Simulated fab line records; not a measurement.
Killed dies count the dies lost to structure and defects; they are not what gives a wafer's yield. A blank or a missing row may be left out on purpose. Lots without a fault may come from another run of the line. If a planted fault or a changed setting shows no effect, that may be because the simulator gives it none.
fab line records	flow n5-finfet
record lots=10	wafers=28	last-day=17
route steps=1938 shown HKMG_FIN@438 GATE_CUT@470
lots untouched by any fault: they come from a run of this same line in which no faults occurred
start-h: the number of hours between the record's first day and the start of the first shown wafer of the lot	wait-h: how many hours have passed since the lot's step before this one	" identical to the entry in the row above	L1.1+2: several wafers, shown together as one row	- value missing, or start not given	* or withheld: withheld	< > ~ a bound
route shown NAME@n: a module of which the file shows steps, and the number in the route of the first	usual: mean/standard deviation of fault-free wafers	same: alike in all rows	chamber/n: place in a boat	sites: the reading at each site	_std_site: standard deviation across them	_edge_site: outer sites' mean less inner sites'	radius-mm: for every site, how far away it sits from the centre of the wafer	mask NAME#n: copy n	behind: the last tool/chamber to shape the wafer	hold: why the lot was held/for how many hours/how that ended	device: which transistor (n, p or np) failed to switch	end of line: the same wafers' tests at the end of the route	step lacking rows: just its recipe	killed: dies that structure and defects cost at the first sort, which is not the same as the wafer's yield	map: shows each die of a wafer: x if killed, . if not, _ if none is there
set.NAME: the setting the step ran with; set.NAME@STEP: the setting that earlier step ran with	model.NAME: the simulator's own value behind a step, which no gauge read
the route's steps for a sample of lots (tables are steps, rows are wafers)
services: a tool's chamber out of use, with start hour (start-h, from the record's first day; less than 0 if before it), hours out, and reason
## steps
# step N5_HKMG_FIN_ETCH_35
# recipe chemistry=N2/H2	target=SOC	target-depth-a=2158	ion-energy-ev=65	bias-w=5	source-w=3000	time-s=243.4	pressure-mtorr=30	n2-flow-sccm=200	h2-flow-sccm=200
# usual drypump-motor-current-A=5.7/0.3	oes-product-au=0.75/0.053	rf-fwd-power-W=2990/10	rf-vpp-V=141.6/1	showerhead-plenum-p-Torr=2.55/0.087	throttle-valve-pct=17.95/0.21
lot.wafer	tool	chamber	start-h	wait-h	drypump-motor-current-A	oes-product-au	rf-fwd-power-W	rf-hours-counter-h	rf-vpp-V	showerhead-plenum-p-Torr	throttle-valve-pct
L493.2	rie-diel-02	1	74.47	0.0	5.9	0.74	2999	177	142.6	2.64	18.14
L493.3	"	0	"	"	5.6	0.71	2999	181	143.0	2.52	17.67
L493.5	"	0	"	"	5.6	0.70	2995	-	141.2	2.52	17.64
L495.1	rie-diel-06	2	87.62	0.0	6.3	0.73	2990	222	140.4	2.41	18.07
L495.2	"	3	"	"	5.2	0.75	2972	143	141.2	2.44	17.59
L495.5	"	1	"	"	5.4	0.76	2988	-	141.6	2.54	18.16
L497.2	rie-diel-03	2	98.57	0.0	6.1	0.72	2984	195	141.6	2.52	17.79
L497.3	"	1	"	"	5.3	0.73	2987	162	141.8	2.64	17.87
L497.6	"	0	"	"	5.5	0.79	2992	-	140.6	2.47	18.06
L500.1	rie-diel-06	3	117.27	0.0	5.2	0.75	3011	153	142.2	2.43	17.62
L500.3	"	0	"	"	5.8	0.75	2999	153	142.9	2.66	17.99
L500.6	"	2	"	"	6.3	0.71	2986	-	139.4	2.41	18.09
L501.2	rie-diel-02	0	121.49	0.0	5.6	0.69	2973	196	140.8	2.51	17.69
L501.3	"	1	"	"	5.8	0.74	2989	193	141.9	2.63	18.14
L501.5	"	0	"	"	5.6	0.70	2975	-	141.3	2.51	17.68
L502.1	rie-diel-03	3	127.70	0.0	5.9	0.87	3000	34	143.6	2.70	17.73
L502.2	"	1	"	"	5.3	0.72	2985	171	141.6	2.64	17.88
L502.6	"	1	"	"	5.3	0.73	2993	-	142.9	2.64	17.89
L503.2	rie-diel-02	1	136.99	0.0	5.9	0.73	3001	198	143.3	2.63	18.15
L503.3	"	2	"	"	5.4	0.73	2989	208	140.7	2.52	17.82
L506.2	rie-diel-03	0	156.00	0.0	5.6	0.78	2986	140	140.2	2.46	18.09
L506.3	"	2	"	"	6.1	0.71	3009	214	142.3	2.52	17.84
L513.1	rie-diel-06	1	193.29	0.0	5.4	0.72	3004	213	141.6	2.52	18.23
L513.2	"	2	"	"	6.3	0.97	2989	1	143.4	2.72	17.58
L513.4	"	0	"	"	5.8	0.73	2978	185	143.4	2.65	18.03
L514.1	rie-diel-02	1	200.40	0.0	5.9	0.72	2988	220	141.1	2.62	18.19
L514.3	"	3	"	"	5.6	0.74	2979	215	141.7	2.51	18.29
L514.6	"	2	"	"	5.4	0.73	2994	-	141.9	2.51	17.84
# step N5_HKMG_FIN_INSPECT_28
# recipe inspect-instrument=darkfield	mode=post-cmp
# usual raw-defect-count=35/12
lot.wafer	tool	chamber	start-h	wait-h	raw-defect-count
L493.2	defect-inspect-02	-	78.71	0.0	45
L493.3	"	-	"	"	25
L493.5	"	-	"	"	29
L495.1	defect-inspect-02	-	91.96	0.0	32
L495.2	"	-	"	"	30
L495.5	"	-	"	"	22
L497.2	defect-inspect-02	-	102.70	0.0	42
L497.3	"	-	"	"	26
L497.6	"	-	"	"	25
L500.1	defect-inspect-02	-	121.42	0.0	23
L500.3	"	-	"	"	32
L500.6	"	-	"	"	26
L501.2	defect-inspect-01	-	125.59	0.0	50
L501.3	"	-	"	"	53
L501.5	"	-	"	"	55
L502.1	defect-inspect-02	-	131.77	0.0	16
L502.2	"	-	"	"	70
L502.6	"	-	"	"	29
L503.2	defect-inspect-01	-	141.31	0.0	35
L503.3	"	-	"	"	36
L506.2	defect-inspect-01	-	160.09	0.0	29
L506.3	"	-	"	"	34
L513.1	defect-inspect-02	-	197.42	0.0	36
L513.2	"	-	"	"	30
L513.4	"	-	"	"	52
L514.1	defect-inspect-02	-	204.81	0.0	40
L514.3	"	-	"	"	43
L514.6	"	-	"	"	43
# step N5_GATE_CUT_STRIP_59
# recipe chemistry=N2/H2	time-s=20	power-w=100	temp-c=40	pressure-mtorr=100	rf-frequency-hz=6e+07	bias-power-w=3	n2-flow-sccm=300	h2-flow-sccm=300
# usual drypump-motor-current-A=5.7/0.41	oes-product-au=0.80/0.079	rf-vpp-V=45.2/0.83	showerhead-plenum-p-Torr=3.37/0.13	throttle-valve-pct=12.14/0.2
lot.wafer	tool	chamber	start-h	wait-h	drypump-motor-current-A	oes-product-au	rf-hours-counter-h	rf-vpp-V	showerhead-plenum-p-Torr	throttle-valve-pct
L493.2	rie-diel-04	0	79.14	0.1	5.1	0.78	128	46.6	3.36	11.98
L493.3	"	2	"	"	5.6	0.69	238	44.1	3.19	12.28
L493.5	"	3	"	"	5.7	0.70	-	44.6	3.19	12.31
L495.1	rie-diel-04	3	92.39	0.1	5.7	0.69	221	45.3	3.19	12.31
L495.2	"	2	"	"	5.6	0.68	242	43.4	3.19	12.26
L495.5	"	2	"	"	5.6	0.68	-	45.1	3.19	12.26
L497.2	rie-diel-04	3	103.17	0.1	5.7	0.69	224	44.0	3.18	12.33
L497.3	"	0	"	"	5.1	0.78	132	46.6	3.36	12.00
L497.6	"	3	"	"	5.7	0.69	-	44.7	3.18	12.32
L500.1	rie-diel-05	1	121.86	0.1	6.1	0.81	90	43.9	3.27	12.13
L500.3	"	3	"	"	6.2	0.74	203	43.4	3.48	12.35
L500.6	"	3	"	"	6.3	0.74	-	45.0	3.48	12.37
L501.2	rie-diel-05	3	126.02	0.1	6.2	0.74	205	46.9	3.48	12.37
L501.3	"	2	"	"	5.3	0.81	90	45.3	3.43	12.35
L501.5	"	3	"	"	6.2	0.73	-	45.0	3.48	12.36
L502.1	rie-diel-01	1	132.20	0.1	6.4	0.88	40	45.0	3.31	11.89
L502.2	"	2	"	"	5.2	0.84	82	44.6	3.27	12.15
L502.6	"	1	"	"	6.4	0.88	-	44.2	3.31	11.88
L503.2	rie-diel-01	1	141.77	0.1	6.4	0.87	43	45.7	3.31	11.89
L503.3	"	3	"	"	6.0	0.79	138	43.6	3.38	12.00
L506.2	rie-diel-01	1	160.56	0.1	6.3	0.85	51	44.9	3.30	11.90
L506.3	"	1	"	"	6.4	0.86	-	46.2	3.30	11.92
L513.1	rie-diel-01	3	197.85	0.1	6.0	0.78	155	45.6	3.37	12.06
L513.2	"	1	"	"	6.3	0.83	66	46.0	3.29	11.95
L513.4	"	3	"	"	6.0	0.78	-	44.3	3.37	12.08
L514.1	rie-diel-05	1	205.28	0.1	6.1	0.78	116	45.3	3.26	12.20
L514.3	"	2	"	"	5.3	0.79	117	46.4	3.42	12.41
L514.6	"	2	"	"	5.3	0.79	-	45.1	3.42	12.41
# step N5_GATE_CUT_PECVD_57
# recipe material=SiNx	target-thk-a=210	temp-c=400	precursor=SiH4/NH3/N2	pressure-torr=1.5	rf-w=300
# usual heater-power-outer-w=404/51	heater-power-w=674/76	rf-fwd-power-W=297.9/0.86	showerhead-plenum-p-Torr=5.15/0.072	throttle-valve-pct=40.7/1.7
lot.wafer	tool	chamber	start-h	wait-h	heater-power-outer-w	heater-power-w	rf-fwd-power-W	showerhead-plenum-p-Torr	since-wet-clean-h	throttle-valve-pct
L493.2	pecvd-04	1	81.55	1.1	391	708	297.0	5.25	1692	39.7
L493.3	"	2	"	"	410	663	296.6	5.06	213	40.8
L493.5	"	1	"	"	303	561	298.1	5.24	-	39.1
L495.1	pecvd-04	2	94.80	1.1	439	722	296.9	5.06	226	40.6
L495.2	"	0	"	"	423	672	297.5	5.05	980	40.8
L495.5	"	1	"	"	404	704	298.1	5.24	-	39.5
L497.2	pecvd-03	2	105.58	1.1	383	628	298.8	5.12	55	37.3
L497.3	"	0	"	"	320	538	296.9	5.17	809	42.2
L497.6	"	0	"	"	314	526	297.5	5.17	-	42.5
L500.1	pecvd-04	0	124.26	1.1	434	724	298.4	5.05	1009	41.1
L500.3	"	1	"	"	370	658	297.6	5.24	1734	39.4
L500.6	"	2	"	"	419	686	298.4	5.06	-	41.1
L501.2	pecvd-04	2	128.43	1.1	398	671	297.6	5.07	260	41.0
L501.3	"	1	"	"	398	705	298.1	5.26	1739	39.6
L501.5	"	2	"	"	405	657	297.1	5.05	-	40.6
L502.1	pecvd-03	1	134.61	1.1	411	686	297.3	5.16	1563	41.2
L502.2	"	0	"	"	381	595	297.8	5.17	838	42.8
L502.6	"	1	"	"	421	666	296.9	5.17	-	41.3
L503.2	pecvd-04	1	144.18	1.1	336	619	298.2	5.25	1754	39.3
L503.3	"	2	"	"	360	616	297.2	5.05	275	40.8
L506.2	pecvd-04	0	163.01	1.1	418	680	298.7	5.05	1048	41.0
L506.3	"	2	"	"	445	730	298.0	5.06	294	41.2
L513.1	pecvd-03	1	200.26	1.1	395	672	296.7	5.16	1629	41.2
L513.2	"	2	"	"	418	676	297.2	5.13	149	37.8
L513.4	"	1	"	"	393	687	297.1	5.17	-	41.3
L514.1	pecvd-03	0	207.69	1.1	354	597	296.8	5.16	912	43.1
L514.3	"	2	"	"	428	705	298.4	5.13	157	37.9
L514.6	"	1	"	"	392	661	298.3	5.17	-	41.3
# step N5_GATE_CUT_CMP_02
# recipe stop-on=SiO2	t-overpolish-s=12.7	post-cmp-clean=alkaline-brush	down-force-psi=2.5	platen-rpm=51.8	pad-velocity-m-s=1.0307	target-thk-nm=0
# usual motor-current-A=8.5/0.66	pad-life-wafers=979/520	platen-rpm=51.80/0.031	slurry-flow-ml-min=150.1/0.5	time-to-endpoint-s=25.1/2.8
lot.wafer	tool	chamber	start-h	wait-h	motor-current-A	pad-life-wafers	platen-rpm	slurry-flow-ml-min	time-to-endpoint-s
L493.2	cmp-01	0	81.70	0.1	7.7	116	51.81	150.0	23.0
L493.3	"	1	"	"	8.2	117	51.84	150.0	28.3
L493.5	"	3	"	"	8.6	-	51.75	150.4	25.6
L495.2	cmp-01	3	94.87	0.1	8.5	174	51.75	150.7	29.8
L495.1	"	0	"	"	7.8	175	51.80	149.6	24.9
L495.5	"	0	"	"	8.5	-	51.77	149.6	25.8
L497.3	cmp-04	2	105.69	0.1	9.0	1093	51.81	150.0	23.0
L497.2	"	3	"	"	6.9	1094	51.78	148.7	22.3
L497.6	"	1	"	"	9.1	-	51.82	150.0	21.7
L500.1	cmp-01	3	124.34	0.1	8.8	396	51.78	149.9	25.6
L500.3	"	1	"	"	8.8	398	51.82	150.3	26.8
L500.6	"	3	"	"	8.7	-	51.79	150.1	27.0
L501.2	cmp-04	3	128.50	0.1	7.2	1284	51.74	149.4	37.8
L501.3	"	1	"	"	8.9	1286	51.78	151.3	24.1
L501.5	"	0	"	"	8.2	-	51.73	149.9	23.8
L502.2	cmp-01	1	134.76	0.1	8.9	494	51.84	151.3	29.5
L502.1	"	2	"	"	9.4	495	51.76	149.9	23.9
L502.6	"	3	"	"	9.3	-	51.78	149.8	31.9
L503.3	cmp-01	1	144.33	0.1	9.0	584	51.78	149.3	27.8
L503.2	"	2	"	"	9.2	585	51.81	150.2	37.0
L506.2	cmp-01	3	163.08	0.1	8.6	732	51.80	150.4	42.3
L506.3	"	1	"	"	8.3	734	51.81	149.8	23.7
L513.1	cmp-04	2	200.33	0.1	8.8	1914	51.79	149.8	27.8
L513.4	"	3	"	"	7.3	1915	51.80	150.4	27.0
L513.2	"	1	"	"	8.9	1917	51.87	150.7	23.6
L514.3	cmp-01	3	207.77	0.1	8.4	1092	51.75	151.2	26.8
L514.1	"	0	"	"	8.1	1093	51.77	149.8	27.2
L514.6	"	3	"	"	8.7	-	51.82	150.9	28.3
## services
tool	chamber	start-h	hours	kind
pecvd-03	0	50.80	3.3	repair
rie-diel-04	1	56.27	4.2	repair
rie-diel-02	-	58.78	1.6	repair
rie-diel-05	-	60.59	0.6	repair
cmp-01	-	62.62	4.0	pm
pecvd-03	-	63.45	1.4	repair
cmp-01	-	66.62	-	consumable-replace:conditioner
rie-diel-02	2	69.19	10.5	repair
rie-diel-04	0	80.56	7.8	repair
cmp-01	-	86.09	5.9	pm
rie-diel-01	-	98.51	2.8	pm
rie-diel-01	3	111.79	13.2	repair
rie-diel-06	3	119.33	22.6	repair
rie-diel-01	0	123.46	131.8	repair
rie-diel-05	1	126.84	5.4	repair
rie-diel-02	1	146.47	3.9	repair
rie-diel-01	3	154.67	14.1	repair
pecvd-03	2	164.67	13.1	repair
cmp-04	-	167.18	0.8	repair
rie-diel-02	3	185.18	6.4	repair
pecvd-04	-	189.42	0.3	repair
cmp-04	-	194.39	0.8	repair
rie-diel-04	0	202.29	6.5	repair
rie-diel-05	2	205.97	1.6	repair
## key
first-sign step=N5_GATE_CUT_CMP_02	reading=time-to-endpoint-s	direction=up	sigmas=5	usual=*	struck=*
effect none on later readings
met-at N5_GATE_CUT_PECVD_57
struck-lots L501,L503,L506
struck-wafers L501.2,L503.2,L506.2
tester-left-out L501,L503,L506
not-acting-at N5_HKMG_FIN_ETCH_35,N5_HKMG_FIN_INSPECT_28,N5_GATE_CUT_STRIP_59
onset-between 124.26 128.43
fault kind=process-parameter-drift	tool=pecvd-04	chamber=-	onset-h=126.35	steps=N5_GATE_CUT_PECVD_57	channel=target-thk-a	offset=*	shape=step	end-h=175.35	scope=struck-wafers-only	acts-in=*	stated=*
# tester-left-out: of these lots the tester's yield and bins aren't shown, on N5 and GAA mostly nor the transistor test; their killed dies are dies lost to structure and defects alone, not to doping, threshold or leakage, so they don't give the yield
